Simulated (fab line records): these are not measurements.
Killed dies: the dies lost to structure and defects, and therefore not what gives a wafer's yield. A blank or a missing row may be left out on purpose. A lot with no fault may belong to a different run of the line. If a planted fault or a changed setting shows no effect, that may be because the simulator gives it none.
What tool caused it? + flow n5-finfet + 72 wafers sampled from 24 lots at 1 step of a route of 1938

WHAT EACH GAUGE READ, for each wafer
N5_SD_EPI_P_INSPECT_11: inspects for defects (macro). Usual: raw-defect-count at 2, with a standard deviation of 1.5.
| lot  | measured    | on                | raw-defect-count | flag |
|------|-------------|-------------------|------------------|------|
| L074 | day 3 05:59 | defect-inspect-01 | 8 1 1            |      |
| L075 | day 3 11:58 | defect-inspect-01 | 1 2 2            |      |
| L076 | day 3 17:29 | defect-inspect-02 | 2 3 1            |      |
| L077 | day 4 00:23 | defect-inspect-02 | 2 0 0            |      |
| L078 | day 4 06:21 | defect-inspect-02 | 1 2 0            |      |
| L079 | day 4 13:34 | defect-inspect-02 | 0 1 2            |      |
| L080 | day 4 21:38 | defect-inspect-02 | 1 2 0            |      |
| L081 | day 5 00:58 | defect-inspect-01 | 1 4 0            |      |
| L082 | day 5 08:29 | defect-inspect-01 | 2 0 0            |      |
| L083 | day 5 13:09 | defect-inspect-02 | 2 3 2            |      |
| L084 | day 5 17:14 | defect-inspect-02 | 2 4 4            |      |
| L085 | day 6 00:46 | defect-inspect-02 | 5 0 2            |      |
| L086 | day 6 05:34 | defect-inspect-02 | 0 3 2            |      |
| L087 | day 6 11:04 | defect-inspect-01 | 3 2 4            |      |
| L088 | day 6 17:11 | defect-inspect-02 | 5 3 3            |      |
| L089 | day 6 23:57 | defect-inspect-02 | 1 1 2            |      |
| L090 | day 7 05:21 | defect-inspect-02 | 4 2 3            |      |
| L091 | day 7 12:55 | defect-inspect-02 | 2 1 2            |      |
| L092 | day 7 18:29 | defect-inspect-02 | 2 0 2            |      |
| L093 | day 8 01:26 | defect-inspect-02 | 4 2 1            |      |
| L094 | day 8 05:42 | defect-inspect-02 | 4 3 1            |      |
| L095 | day 8 10:55 | defect-inspect-01 | 1 1 3            |      |
| L096 | day 9 00:15 | defect-inspect-01 | 5 0 1            |      |
| L097 | day 9 06:09 | defect-inspect-01 | 0 3 3            |      |

EACH LOT AND THE TOOL THAT RAN IT (in order: tool; ch and the chambers of the sampled wafers; start)
No process step before these readings appears in the record.

AS READ BY THE TOOLS THEMSELVES (means over the sampled wafers that have a number; for cases with no such wafer, the mark the record gives instead)
The record holds no such reading with a usual standard deviation.

THE ANSWER, worked out from the rows above alone
Rule: take the mean of a lot's wafers that have a number; if it is more than 3 standard deviations from the usual mean, the lot is off. A lot without any number at a reading at which 4 lots or more have one is off too. All remaining lots with rows at the step are treated as sound. First the gauges in route order, then the tools' own readings, where a lot's mean is used as printed above. The first step at which some lot is off is used, and at that step the reading that is off furthest; a lot without a number counts as furthest.
Nothing can be told from this: no lot is off at any reading shown.

WHAT THE SIMULATOR HAD PUT IN
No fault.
